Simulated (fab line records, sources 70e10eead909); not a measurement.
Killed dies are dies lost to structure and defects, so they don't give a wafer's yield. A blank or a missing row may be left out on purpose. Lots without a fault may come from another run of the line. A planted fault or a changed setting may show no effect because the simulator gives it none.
Which tool did it? | flow nand_harc | 24 lots, 72 wafers sampled, at 5 steps of a route of 1159

WHAT THE GAUGES READ, wafer by wafer
NHARC_P_CONTACT_CD_MEAS_12: target cd 90 nm. Usual: cd_nm 90.2 nm, standard deviation 0.58.
lot  | measured     | on        | cd_nm (nm)     | flag
L075 | day 5 22:49  | cd_sem-01 | 90.9 90.4 90.3 |
L074 | day 5 23:26  | cd_sem-02 | 90.6 89.8 90.7 |
L076 | day 6 05:24  | cd_sem-01 | 89.8 89.8 89.3 |
L077 | day 6 05:56  | cd_sem-02 | 90.1 89.4 90.1 |
L078 | day 6 12:08  | cd_sem-03 | 91.0 90.6 90.2 |
L079 | day 6 12:45  | cd_sem-02 | 90.9 90.1 90.0 |
L080 | day 7 03:26  | cd_sem-01 | 89.3 90.4 89.7 |
L081 | day 7 07:09  | cd_sem-03 | 89.6 90.3 89.5 |
L082 | day 7 08:06  | cd_sem-01 | 91.6 91.8 91.4 |
L083 | day 7 21:50  | cd_sem-02 | 90.1 89.9 90.1 |
L084 | day 7 22:29  | cd_sem-01 | 90.6 89.6 90.5 |
L088 | day 8 19:28  | cd_sem-01 | 90.3 90.7 90.4 |
L085 | day 8 19:43  | cd_sem-01 | 89.8 88.4 89.2 |
L087 | day 8 20:40  | cd_sem-02 | 90.1 90.3 90.6 |
L086 | day 9 01:32  | cd_sem-01 | 89.4 90.2 89.7 |
L089 | day 9 10:23  | cd_sem-03 | 89.7 89.9 89.1 |
L090 | day 9 17:47  | cd_sem-03 | 90.4 90.3 90.4 |
L091 | day 10 02:42 | cd_sem-02 | 89.9 90.2 90.2 |
L093 | day 10 03:15 | cd_sem-02 | 90.0 90.4 89.4 |
L092 | day 10 04:18 | cd_sem-03 | 90.6 90.6 90.8 |
L094 | day 10 13:50 | cd_sem-02 | 90.5 90.8 89.7 |
L095 | day 10 20:35 | cd_sem-01 | 90.1 90.5 90.4 |
L096 | day 10 21:07 | cd_sem-03 | 90.0 90.1 90.0 |
L097 | day 11 03:20 | cd_sem-02 | 89.3 89.6 89.4 |

NHARC_P_CONTACT_OVL_MEAS_13. Usual: overlay_x_nm 0.1 nm, standard deviation 0.97; overlay_y_nm -0.3 nm, standard deviation 0.84.
lot  | measured     | on         | overlay_x_nm (nm) | overlay_y_nm (nm) | flag
L075 | day 5 22:55  | overlay-01 | -1.2 -1.1 -0.4    | -0.8 -0.8 -0.2    |
L074 | day 5 23:32  | overlay-01 | -0.1 -0.5 0.1     | -1.3 -1.4 -1.5    |
L076 | day 6 05:29  | overlay-02 | 0.3 0.1 0.0       | 0.0 -0.2 -0.4     |
L077 | day 6 06:01  | overlay-01 | 0.9 0.8 0.8       | 0.2 0.2 0.1       |
L078 | day 6 12:14  | overlay-01 | 0.3 0.3 0.1       | -0.8 -0.4 -0.7    |
L079 | day 6 12:50  | overlay-02 | 1.1 0.5 0.6       | -0.6 0.2 0.0      |
L080 | day 7 03:32  | overlay-01 | 1.8 1.7 2.2       | 0.0 0.1 0.2       |
L081 | day 7 07:14  | overlay-02 | -1.6 -1.8 -1.2    | -1.2 -0.6 -0.4    |
L082 | day 7 08:11  | overlay-01 | -0.9 0.4 -0.4     | -0.2 -0.1 -0.5    |
L083 | day 7 21:56  | overlay-01 | 0.3 0.7 -0.2      | 0.7 0.6 0.6       |
L084 | day 7 22:34  | overlay-01 | -0.7 -0.1 -0.7    | 0.8 0.0 0.1       |
L088 | day 8 19:33  | overlay-01 | -0.8 -1.0 -1.3    | 0.1 -0.2 0.4      |
L085 | day 8 19:49  | overlay-01 | -0.1 -0.1 -0.4    | -1.3 -0.9 -0.8    |
L087 | day 8 20:45  | overlay-02 | 0.9 1.1 0.7       | -0.5 -0.4 -0.9    |
L086 | day 9 01:37  | overlay-02 | 0.7 1.1 0.7       | 1.5 1.8 1.3       |
L089 | day 9 10:28  | overlay-02 | 0.9 1.0 1.0       | -0.7 -1.7 -1.2    |
L090 | day 9 17:52  | overlay-01 | -0.6 -1.1 -0.1    | 0.2 0.3 -0.4      |
L091 | day 10 02:47 | overlay-02 | -0.5 -0.8 -1.2    | -0.5 -0.8 -0.3    |
L093 | day 10 03:20 | overlay-02 | 0.1 0.0 -0.1      | 0.0 -0.6 0.1      |
L092 | day 10 04:23 | overlay-02 | -0.9 -1.2 -1.3    | -1.1 -0.1 -0.6    |
L094 | day 10 13:56 | overlay-02 | -0.2 0.1 -0.2     | -1.8 -1.7 -1.4    |
L095 | day 10 20:40 | overlay-01 | 0.2 0.2 0.4       | 1.7 1.2 1.5       |
L096 | day 10 21:13 | overlay-01 | 0.0 -0.1 0.3      | 0.2 -0.2 0.2      |
L097 | day 11 03:25 | overlay-01 | 2.8 1.8 2.0       | -1.5 -1.4 -1.0    |

NHARC_P_CONTACT_INSPECT_14. Usual: raw_defect_count 3.8, standard deviation 2.6.
lot  | measured     | on                | raw_defect_count | flag
L075 | day 5 22:56  | defect_inspect-01 | 7 2 2            |
L074 | day 5 23:34  | defect_inspect-01 | 0 3 6            |
L076 | day 6 05:31  | defect_inspect-01 | 11 9 2           |
L077 | day 6 06:03  | defect_inspect-01 | 4 7 2            |
L078 | day 6 12:16  | defect_inspect-02 | 3 5 3            |
L079 | day 6 12:52  | defect_inspect-01 | 4 5 5            |
L080 | day 7 03:34  | defect_inspect-01 | 3 2 2            |
L081 | day 7 07:16  | defect_inspect-02 | 2 5 5            |
L082 | day 7 08:14  | defect_inspect-02 | 4 3 6            |
L083 | day 7 21:58  | defect_inspect-02 | 1 9 3            |
L084 | day 7 22:36  | defect_inspect-02 | 10 7 7           |
L088 | day 8 19:35  | defect_inspect-02 | 5 2 1            |
L085 | day 8 19:51  | defect_inspect-01 | 4 3 2            |
L087 | day 8 20:47  | defect_inspect-01 | 7 2 5            |
L086 | day 9 01:39  | defect_inspect-02 | 3 4 3            |
L089 | day 9 10:31  | defect_inspect-02 | 5 1 1            |
L090 | day 9 17:55  | defect_inspect-02 | 8 5 6            |
L091 | day 10 02:49 | defect_inspect-01 | 2 3 2            |
L093 | day 10 03:22 | defect_inspect-01 | 1 2 3            |
L092 | day 10 04:25 | defect_inspect-01 | 2 4 1            |
L094 | day 10 13:58 | defect_inspect-02 | 1 4 3            |
L095 | day 10 20:42 | defect_inspect-02 | 8 3 5            |
L096 | day 10 21:14 | defect_inspect-01 | 2 2 6            |
L097 | day 11 03:27 | defect_inspect-01 | 1 1 3            |

WHICH TOOL RAN EACH LOT (tool, then ch and the chambers of the sampled wafers, then the start)
lot  | NHARC_P_GATE_STRIP_112               | NHARC_P_GATE_RTA_82
L075 | plasma_asher-02 ch 0,1, day 5 16:45  | rtp_anneal-01 ch 0, day 5 20:54
L074 | plasma_asher-01 ch 0,1, day 5 17:06  | rtp_anneal-01 ch 0, day 5 21:25
L076 | plasma_asher-02 ch 0,1, day 5 23:10  | rtp_anneal-01 ch 0, day 6 03:17
L077 | plasma_asher-01 ch 0,1, day 5 23:47  | rtp_anneal-02 ch 0, day 6 04:11
L078 | plasma_asher-02 ch 0,1, day 6 06:29  | rtp_anneal-01 ch 0, day 6 10:29
L079 | plasma_asher-01 ch 0,1, day 6 06:55  | rtp_anneal-01 ch 0, day 6 11:03
L080 | plasma_asher-02 ch 0,1, day 6 21:37  | rtp_anneal-02 ch 0, day 7 01:46
L081 | plasma_asher-02 ch 0,1, day 7 01:26  | rtp_anneal-01 ch 0, day 7 05:28
L082 | plasma_asher-01 ch 0,1, day 7 02:19  | rtp_anneal-01 ch 0, day 7 06:15
L083 | plasma_asher-01 ch 0,1, day 7 15:56  | rtp_anneal-02 ch 0, day 7 20:02
L084 | plasma_asher-02 ch 0,1, day 7 16:04  | rtp_anneal-01 ch 0, day 7 20:48
L088 | plasma_asher-02 ch 0,1, day 8 13:14  | rtp_anneal-02 ch 0, day 8 17:39
L085 | plasma_asher-01 ch 0,1, day 8 13:43  | rtp_anneal-02 ch 0, day 8 17:55
L087 | plasma_asher-01 ch 0,1, day 8 14:14  | rtp_anneal-02 ch 0, day 8 18:51
L086 | plasma_asher-01 ch 0,1, day 8 19:35  | rtp_anneal-02 ch 0, day 8 23:43
L089 | plasma_asher-01 ch 0,1, day 9 04:08  | rtp_anneal-02 ch 0, day 9 08:11
L090 | plasma_asher-01 ch 0,1, day 9 10:48  | rtp_anneal-02 ch 0, day 9 14:52
L091 | plasma_asher-01 ch 0,1, day 9 20:55  | rtp_anneal-01 ch 0, day 10 00:56
L093 | plasma_asher-02 ch 0,1, day 9 21:19  | rtp_anneal-02 ch 0, day 10 01:27
L092 | plasma_asher-02 ch 0,1, day 9 22:22  | rtp_anneal-02 ch 0, day 10 02:32
L094 | plasma_asher-02 ch 0,1, day 10 07:47 | rtp_anneal-02 ch 0, day 10 12:01
L095 | plasma_asher-01 ch 0,1, day 10 14:40 | rtp_anneal-02 ch 0, day 10 18:47
L096 | plasma_asher-02 ch 0,1, day 10 15:07 | rtp_anneal-02 ch 0, day 10 19:18
L097 | plasma_asher-02 ch 1, day 10 20:55   | rtp_anneal-02 ch 0, day 11 01:25
- NHARC_P_GATE_STRIP_112: strips in N2/H2, time 200 s.
- NHARC_P_GATE_RTA_82: time 30 s.

WHAT THE TOOLS THEMSELVES READ (means of the sampled wafers that have a number; where no wafer has one, the mark that the record gives instead)
NHARC_P_GATE_STRIP_112. Usual: drypump_motor_current_A 5.7 A, standard deviation 0.49; heater_power_w 94 W, standard deviation 13.
lot  | tool            | drypump_motor_current_A (A) | heater_power_w (W) | flag
L075 | plasma_asher-02 | 6.1                         | 84                 |
L074 | plasma_asher-01 | 5.5                         | 97                 |
L076 | plasma_asher-02 | 6.2                         | 86                 |
L077 | plasma_asher-01 | 5.5                         | 95                 |
L078 | plasma_asher-02 | 6.2                         | 87                 |
L079 | plasma_asher-01 | 5.2                         | 106                |
L080 | plasma_asher-02 | 6.2                         | 86                 |
L081 | plasma_asher-02 | 6.2                         | 85                 |
L082 | plasma_asher-01 | 5.4                         | 97                 |
L083 | plasma_asher-01 | 5.2                         | 107                |
L084 | plasma_asher-02 | 6.1                         | 85                 |
L088 | plasma_asher-02 | 6.1                         | 85                 |
L085 | plasma_asher-01 | 5.5                         | 97                 |
L087 | plasma_asher-01 | 5.4                         | 97                 |
L086 | plasma_asher-01 | 5.4                         | 96                 |
L089 | plasma_asher-01 | 5.2                         | 105                |
L090 | plasma_asher-01 | 5.4                         | 97                 |
L091 | plasma_asher-01 | 5.2                         | 104                |
L093 | plasma_asher-02 | 6.2                         | 87                 |
L092 | plasma_asher-02 | 6.2                         | 89                 |
L094 | plasma_asher-02 | 6.1                         | 86                 |
L095 | plasma_asher-01 | 5.2                         | 105                |
L096 | plasma_asher-02 | 6.1                         | 86                 |
L097 | plasma_asher-02 | 6.2                         | 91                 |

NHARC_P_GATE_RTA_82. Usual: lamp_power_pct 3.77 %, standard deviation 0.065; lamp_zone_5_pct 3.79 %, standard deviation 0.065; lamp_zone_6_pct 3.74 %, standard deviation 0.064; lamp_zone_7_pct 3.97 %, standard deviation 0.068; wafer_temp_C_max 451.8, standard deviation 0.36.
lot  | tool          | lamp_power_pct (%) | lamp_zone_5_pct (%) | lamp_zone_6_pct (%) | lamp_zone_7_pct (%) | wafer_temp_C_max | flag
L075 | rtp_anneal-01 | 3.69               | 3.71                | 3.66                | 3.89                | 451.8            |
L074 | rtp_anneal-01 | 3.69               | 3.70                | 3.66                | 3.89                | 452.5            |
L076 | rtp_anneal-01 | 3.69               | 3.70                | 3.66                | 3.89                | 452.1            |
L077 | rtp_anneal-02 | 3.83               | 3.84                | 3.80                | 4.02                | 451.7            |
L078 | rtp_anneal-01 | 3.69               | 3.70                | 3.66                | 3.89                | 451.7            |
L079 | rtp_anneal-01 | 3.69               | 3.71                | 3.66                | 3.88                | 451.6            |
L080 | rtp_anneal-02 | 3.83               | 3.84                | 3.80                | 4.03                | 452.0            |
L081 | rtp_anneal-01 | 3.69               | 3.70                | 3.66                | 3.89                | 451.6            |
L082 | rtp_anneal-01 | 3.69               | 3.71                | 3.66                | 3.88                | 451.7            |
L083 | rtp_anneal-02 | 3.83               | 3.84                | 3.79                | 4.03                | 452.5            |
L084 | rtp_anneal-01 | 3.69               | 3.70                | 3.66                | 3.89                | 452.0            |
L088 | rtp_anneal-02 | 3.82               | 3.84                | 3.80                | 4.02                | 451.6            |
L085 | rtp_anneal-02 | 3.82               | 3.84                | 3.80                | 4.03                | 451.6            |
L087 | rtp_anneal-02 | 3.83               | 3.84                | 3.79                | 4.03                | 451.6            |
L086 | rtp_anneal-02 | 3.82               | 3.84                | 3.79                | 4.03                | 451.8            |
L089 | rtp_anneal-02 | 3.83               | 3.84                | 3.79                | 4.02                | 451.6            |
L090 | rtp_anneal-02 | 3.82               | 3.84                | 3.79                | 4.02                | 451.9            |
L091 | rtp_anneal-01 | 3.69               | 3.71                | 3.66                | 3.88                | 451.5            |
L093 | rtp_anneal-02 | 3.82               | 3.83                | 3.79                | 4.02                | 451.5            |
L092 | rtp_anneal-02 | 3.82               | 3.84                | 3.79                | 4.03                | 451.8            |
L094 | rtp_anneal-02 | 3.82               | 3.84                | 3.80                | 4.03                | 452.3            |
L095 | rtp_anneal-02 | 3.83               | 3.84                | 3.79                | 4.03                | 451.8            |
L096 | rtp_anneal-02 | 3.82               | 3.84                | 3.79                | 4.03                | 451.8            |
L097 | rtp_anneal-02 | 3.82               | 3.84                | 3.79                | 4.03                | 451.7            |

THE ANSWER, worked out from the rows above alone
Rule: a lot is off if the mean of its wafers that have a number lies more than 3 standard deviations from the usual mean. A lot without any number at a reading at which 4 lots or more have one is off too. The other lots that the step has rows for count as sound. The gauges are gone through in route order, then the tools' own readings, and for those a lot's mean is taken as printed above. The first step at which some lot is off is used, and at that step the reading that is off furthest; a lot without a number counts as furthest.
No lot is off at any reading shown: from this, nothing can be told.

WHAT THE SIMULATOR HAD PUT IN
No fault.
